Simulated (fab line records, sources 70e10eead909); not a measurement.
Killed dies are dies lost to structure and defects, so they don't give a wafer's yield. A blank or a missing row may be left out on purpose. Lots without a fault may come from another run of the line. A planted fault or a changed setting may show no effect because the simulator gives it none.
Which tool did it? | flow nand_harc | 11 lots, 33 wafers sampled, at 6 steps of a route of 1302

WHAT THE GAUGES READ, wafer by wafer
NHARC_A_CHANNEL_HOLE_D2_CD_MEAS_10: target cd 100 nm.
lot  | measured     | on        | cd_nm (nm)
L716 | day 14 02:11 | cd_sem-03 | 99.8 100.2 100.3
L722 | day 16 20:29 | cd_sem-02 | 100.2 100.2 99.3
L723 | day 17 12:19 | cd_sem-03 | 97.8 97.7 98.0
L725 | day 17 19:47 | cd_sem-02 | 98.5 99.7 99.2
L729 | day 19 12:05 | cd_sem-03 | 99.6 99.6 98.7
L728 | day 19 12:15 | cd_sem-01 | 97.9 98.1 98.9
L730 | day 20 07:35 | cd_sem-02 | 99.6 100.1 100.7
L731 | day 20 18:50 | cd_sem-03 | 99.6 99.9 99.8
L733 | day 21 07:19 | cd_sem-01 | 100.2 99.9 99.1
L737 | day 22 10:34 | cd_sem-01 | 100.2 99.7 99.1
L736 | day 22 15:00 | cd_sem-02 | 100.5 100.3 100.2

NHARC_END_SORT_01.
lot  | measured     | on        | killed_at_array | killed_at_other | killed_at_periphery | killed_dies | killed_open | killed_short
L729 | day 30 09:39 | prober-02 | 82              | 0               | 0                   | 82          | 4           | 5

WHICH TOOL RAN EACH LOT (tool, then ch and the chambers of the sampled wafers, then the start)
lot  | NHARC_A_DECK1_JOINT_CMP_13    | NHARC_A_CHANNEL_HOLE_D2_EXPOSE_07  | NHARC_A_CHANNEL_HOLE_D2_ETCH_20  | NHARC_A_CHANNEL_HOLE_D2_ETCH_25
L716 | cmp-03 ch 0,2,3, day 12 10:25 | arfi_scanner-03 ch 0, day 14 02:02 | har_etch-02 ch 0,1, day 14 03:52 | har_etch-02 ch 0,1, day 14 06:39
L722 | cmp-01 ch 0,1,2, day 14 20:35 | arfi_scanner-02 ch 0, day 16 20:21 | har_etch-01 ch 0,1, day 16 21:58 | har_etch-01 ch 0,1, day 17 00:45
L723 | cmp-04 ch 0,1,3, day 15 12:03 | arfi_scanner-02 ch 0, day 17 12:11 | har_etch-02 ch 0,1, day 17 14:02 | har_etch-02 ch 0,1, day 17 16:50
L725 | cmp-03 ch 0,2,3, day 16 02:32 | arfi_scanner-02 ch 0, day 17 19:38 | har_etch-02 ch 0,1, day 17 21:16 | har_etch-02 ch 0,1, day 18 00:04
L729 | cmp-04 ch 1,3, day 17 21:02   | arfi_scanner-01 ch 0, day 19 11:58 | har_etch-02 ch 1, day 19 13:34   | har_etch-02 ch 1, day 19 16:22
L728 | cmp-01 ch 1,2, day 17 21:04   | arfi_scanner-02 ch 0, day 19 12:07 | har_etch-01 ch 0,1, day 19 13:44 | har_etch-01 ch 0,1, day 19 16:31
L730 | cmp-03 ch 0,1,3, day 18 08:54 | arfi_scanner-01 ch 0, day 20 07:26 | har_etch-01 ch 0,1, day 20 09:07 | har_etch-01 ch 0,1, day 20 11:59
L731 | cmp-03 ch 0,1,3, day 18 16:34 | arfi_scanner-03 ch 0, day 20 18:43 | har_etch-02 ch 0,1, day 20 22:47 | har_etch-02 ch 0,1, day 21 01:34
L733 | cmp-01 ch 0,1,2, day 19 04:56 | arfi_scanner-01 ch 0, day 21 07:11 | har_etch-02 ch 0,1, day 21 10:56 | har_etch-02 ch 0,1, day 21 13:44
L737 | cmp-03 ch 0,1,2, day 20 11:53 | arfi_scanner-01 ch 0, day 22 10:26 | har_etch-01 ch 0,1, day 22 13:08 | har_etch-01 ch 0,1, day 22 16:01
L736 | cmp-04 ch 0,3, day 20 21:08   | arfi_scanner-03 ch 0, day 22 14:52 | har_etch-01 ch 0,1, day 22 17:14 | har_etch-01 ch 0,1, day 22 20:01
- NHARC_A_DECK1_JOINT_CMP_13: polishes, target thk 51.023 nm.
- NHARC_A_CHANNEL_HOLE_D2_EXPOSE_07: exposes mask HOLE D2, target cd 100 nm.
- NHARC_A_CHANNEL_HOLE_D2_ETCH_20: etches the open film in C4F8/O2/Ar, time 361.9 s, target depth 1600 nm.
- NHARC_A_CHANNEL_HOLE_D2_ETCH_25: etches the open film in C4F8/O2/Ar, time 1040.2 s, target depth 1500 nm.

WHAT THE TOOLS THEMSELVES READ (means of the sampled wafers that have a number; where no wafer has one, the mark that the record gives instead)
NHARC_A_DECK1_JOINT_CMP_13.
lot  | tool   | motor_current_A (A) | time_to_endpoint_s (s)
L716 | cmp-03 | 10.5                | 8.9
L722 | cmp-01 | 13.0                | 10.5
L723 | cmp-04 | 12.5                | 9.9
L725 | cmp-03 | 10.7                | 5.0
L729 | cmp-04 | 13.3                | 5.9
L728 | cmp-01 | 13.2                | 8.7
L730 | cmp-03 | 10.4                | 5.8
L731 | cmp-03 | 9.9                 | 8.1
L733 | cmp-01 | 13.5                | 9.1
L737 | cmp-03 | 10.4                | 6.7
L736 | cmp-04 | 13.0                | 8.5

NHARC_A_CHANNEL_HOLE_D2_EXPOSE_07.
lot  | tool            | exposure_dose_mJ_cm2 | focus_offset_nm (nm)
L716 | arfi_scanner-03 | 59.63                | -0.1
L722 | arfi_scanner-02 | 59.65                | -0.1
L723 | arfi_scanner-02 | 57.45                | -0.2
L725 | arfi_scanner-02 | 57.91                | 0.3
L729 | arfi_scanner-01 | 59.62                | 0.3
L728 | arfi_scanner-02 | 58.17                | 0.7
L730 | arfi_scanner-01 | 59.62                | -0.1
L731 | arfi_scanner-03 | 59.63                | -0.4
L733 | arfi_scanner-01 | 59.71                | 0.1
L737 | arfi_scanner-01 | 59.74                | 0.6
L736 | arfi_scanner-03 | 59.61                | 0.4

NHARC_A_CHANNEL_HOLE_D2_ETCH_20.
lot  | tool        | chamber_pressure_mTorr (mTorr) | drypump_motor_current_A (A) | showerhead_plenum_p_Torr (Torr) | throttle_valve_pct (%)
L716 | har_etch-02 | 20.002                         | 5.81                        | 3.55                            | 32.151
L722 | har_etch-01 | 20.010                         | 5.59                        | 3.54                            | 32.153
L723 | har_etch-02 | 19.990                         | 5.84                        | 3.85                            | 32.154
L725 | har_etch-02 | 20.008                         | 5.88                        | 3.78                            | 32.156
L729 | har_etch-02 | 19.979                         | 5.94                        | 3.68                            | 32.161
L728 | har_etch-01 | 19.998                         | 5.59                        | 3.55                            | 32.148
L730 | har_etch-01 | 19.995                         | 5.59                        | 3.54                            | 32.143
L731 | har_etch-02 | 19.980                         | 5.90                        | 3.75                            | 32.154
L733 | har_etch-02 | 19.989                         | 5.89                        | 3.75                            | 32.161
L737 | har_etch-01 | 19.983                         | 5.58                        | 3.49                            | 32.153
L736 | har_etch-01 | 20.004                         | 5.58                        | 3.49                            | 32.158

NHARC_A_CHANNEL_HOLE_D2_ETCH_25.
lot  | tool        | chamber_pressure_mTorr (mTorr) | drypump_motor_current_A (A) | showerhead_plenum_p_Torr (Torr) | throttle_valve_pct (%)
L716 | har_etch-02 | 20.001                         | 5.83                        | 3.55                            | 32.233
L722 | har_etch-01 | 20.007                         | 5.59                        | 3.53                            | 32.237
L723 | har_etch-02 | 19.996                         | 5.83                        | 3.84                            | 32.237
L725 | har_etch-02 | 19.969                         | 5.89                        | 3.77                            | 32.232
L729 | har_etch-02 | 20.019                         | 5.96                        | 3.68                            | 32.236
L728 | har_etch-01 | 20.001                         | 5.58                        | 3.54                            | 32.236
L730 | har_etch-01 | 19.986                         | 5.61                        | 3.54                            | 32.231
L731 | har_etch-02 | 20.006                         | 5.91                        | 3.75                            | 32.232
L733 | har_etch-02 | 20.010                         | 5.91                        | 3.74                            | 32.231
L737 | har_etch-01 | 19.988                         | 5.59                        | 3.49                            | 32.226
L736 | har_etch-01 | 19.995                         | 5.60                        | 3.49                            | 32.240

THE ANSWER, worked out from the rows above alone
Rule: what is usual is taken from the lots themselves. Put in order of their means at a reading, lots are off if they are a third of the lots or fewer, leave a main group of 4 or more, and stand apart from it by a gap of 3 or more times the standard deviation of the main group's means; of several such gaps the widest counts. A main group whose means are all the same, to the digits that the tables above print for the reading, isn't used. A lot without any number at a reading at which 4 lots or more have one is off too. The other lots that the step has rows for count as sound. The gauges are gone through in route order, then the tools' own readings, and for those a lot's mean is taken as printed above. The first step at which some lot is off is used, and at that step the reading that is off furthest; a lot without a number counts as furthest.
Off: L723, L725, L728, at NHARC_A_CHANNEL_HOLE_D2_EXPOSE_07 (exposure_dose_mJ_cm2). The main group: mean 59.65, standard deviation 0.045.
A tool fits if, at that step or a process step before it, it ran every lot that is off, and no sound lot after the first of them. One fits: arfi_scanner-02 at NHARC_A_CHANNEL_HOLE_D2_EXPOSE_07. Its last sound lot is L722 (day 16 20:21), its first lot that is off L723 (day 17 12:11): a fault that began between those two fits.
The tool's own readings at NHARC_A_CHANNEL_HOLE_D2_EXPOSE_07 bear it out: on the lots that are off they differ by more than 5 times the standard deviation of the sound lots' means. exposure_dose_mJ_cm2 reads 57.84 there against 59.65 on the sound lots.

WHAT THE SIMULATOR HAD PUT IN
Process parameter drift: arfi_scanner-02, from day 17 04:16 on, at NHARC_A_CHANNEL_HOLE_D2_EXPOSE_07. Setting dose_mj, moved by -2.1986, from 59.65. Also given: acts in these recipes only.
Lots struck among those shown: L723, L725, L728. The rule above found the same.
